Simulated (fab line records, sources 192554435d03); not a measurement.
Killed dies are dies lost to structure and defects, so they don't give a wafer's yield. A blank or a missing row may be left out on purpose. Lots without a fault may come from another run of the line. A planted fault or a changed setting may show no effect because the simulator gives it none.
Chamber matching | flow n5_finfet | N5_BEOL_M1_PECVD_72 on pecvd-03: 3 sister chambers
The step deposits SiO2 from TEOS/O2, target thk 16 nm, time 18 s. 3 wafers are shown with their chamber, then 10 later ones without.

WAFERS WITH THEIR CHAMBER
wafer  | chamber | throttle_valve_pct (%)
L085.3 | 2       | 20.4
L086.2 | 0       | 27.5
L086.3 | 1       | 23.3

WAFERS WITHOUT THEIR CHAMBER
wafer  | throttle_valve_pct (%)
L086.4 | 23.4
L089.1 | 20.3
L089.5 | 20.4
L089.6 | 27.5
L093.1 | 23.2
L093.3 | 20.2
L093.4 | 23.1
L095.2 | 23.2
L095.5 | 23.1
L095.6 | 27.2

WHICH CHAMBER EACH WENT THROUGH
wafer  | from the rows above | in truth
L086.4 | 1                   | 1
L089.1 | 2                   | 2
L089.5 | 2                   | 2
L089.6 | 0                   | 0
L093.1 | 1                   | 1
L093.3 | 2                   | 2
L093.4 | 1                   | 1
L095.2 | 1                   | 1
L095.5 | 1                   | 1
L095.6 | 0                   | 0
Placed correctly: 10 of 10. Can't be placed from these rows: 0. Placed wrongly: 0.
How it was worked out, from the rows above alone: a wafer's distance from a chamber is the root of the sum, over the readings, of the square of ((its reading less the chamber's mean) divided by the reading's scatter). The wafer belongs to the nearest chamber; if the next one is less than 2 further off, it can't be placed. A chamber's mean is the mean of its shown wafers. The scatter: with one shown wafer a chamber, the root of the mean of the squares of how far each hidden wafer lies from its nearest shown one.
